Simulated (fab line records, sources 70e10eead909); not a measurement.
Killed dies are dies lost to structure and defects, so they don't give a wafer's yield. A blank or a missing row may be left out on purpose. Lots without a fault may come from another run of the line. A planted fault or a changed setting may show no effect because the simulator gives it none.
Chamber matching | flow nand_harc | NHARC_A_CONTACT_ETCH_91 on rie_diel-01: 4 sister chambers
The step etches the open film in CH3F/O2, target depth 40 nm, time 85.7 s. 14 wafers are shown with their chamber, then 7 later ones without.

WAFERS WITH THEIR CHAMBER
wafer  | chamber | drypump_motor_current_A (A) | showerhead_plenum_p_Torr (Torr) | rf_vpp_V (V)
L078.3 | 0       | 5.7                         | 2.44                            | 244.6
L078.4 | 3       | 6.5                         | 2.45                            | 244.3
L078.5 | 0       | 5.6                         | 2.44                            | 245.0
L084.2 | 0       | 5.7                         | 2.43                            | 244.2
L084.4 | 1       | 6.5                         | 2.37                            | 242.7
L084.6 | 3       | 6.5                         | 2.44                            | 244.0
L091.1 | 1       | 6.5                         | 2.36                            | 243.0
L091.2 | 3       | 6.5                         | 2.43                            | 245.2
L091.4 | 0       | 5.6                         | 2.43                            | 244.4
L089.1 | 0       | 5.7                         | 2.42                            | 243.8
L089.3 | 1       | 6.5                         | 2.36                            | 242.3
L089.5 | 2       | 6.0                         | 2.35                            | 243.0
L092.1 | 1       | 6.5                         | 2.36                            | 243.6
L092.3 | 3       | 6.5                         | 2.43                            | 244.9

SIGNATURES (means of the wafers above)
reading                  | chamber 0 | chamber 1 | chamber 2 | chamber 3 | scatter within a chamber
drypump_motor_current_A  | 5.660     | 6.500     | 6.000     | 6.500     | 0.0346
showerhead_plenum_p_Torr | 2.4320    | 2.3625    | 2.3500    | 2.4375    | 0.00794
rf_vpp_V                 | 244.400   | 242.900   | 243.000   | 244.600   | 0.51
Rule: a wafer's distance from a chamber is the root of the sum, over the readings, of the square of ((its reading less the chamber's mean) divided by the reading's scatter). The wafer belongs to the nearest chamber; if the next one is less than 2 further off, it can't be placed. The scatter: the root of (the sum of the squares of (reading less its chamber's mean) over the shown wafers, divided by (wafers less chambers)).

WAFERS WITHOUT THEIR CHAMBER
wafer  | drypump_motor_current_A (A) | showerhead_plenum_p_Torr (Torr) | rf_vpp_V (V)
L092.5 | 6.5                         | 2.36                            | 243.2
L093.4 | 6.0                         | 2.34                            | 243.8
L093.5 | 6.5                         | 2.43                            | 244.7
L093.6 | 6.0                         | 2.35                            | 244.3
L096.2 | 6.5                         | 2.42                            | 243.4
L096.5 | 6.0                         | 2.34                            | 242.3
L096.6 | 6.5                         | 2.42                            | 243.8

WHICH CHAMBER EACH WENT THROUGH
wafer  | from the rows above | in truth
L092.5 | 1                   | 1
L093.4 | 2                   | 2
L093.5 | 3                   | 3
L093.6 | 2                   | 2
L096.2 | 3                   | 3
L096.5 | 2                   | 2
L096.6 | 3                   | 3
Placed correctly: 7 of 7. Can't be placed from these rows: 0. Placed wrongly: 0.
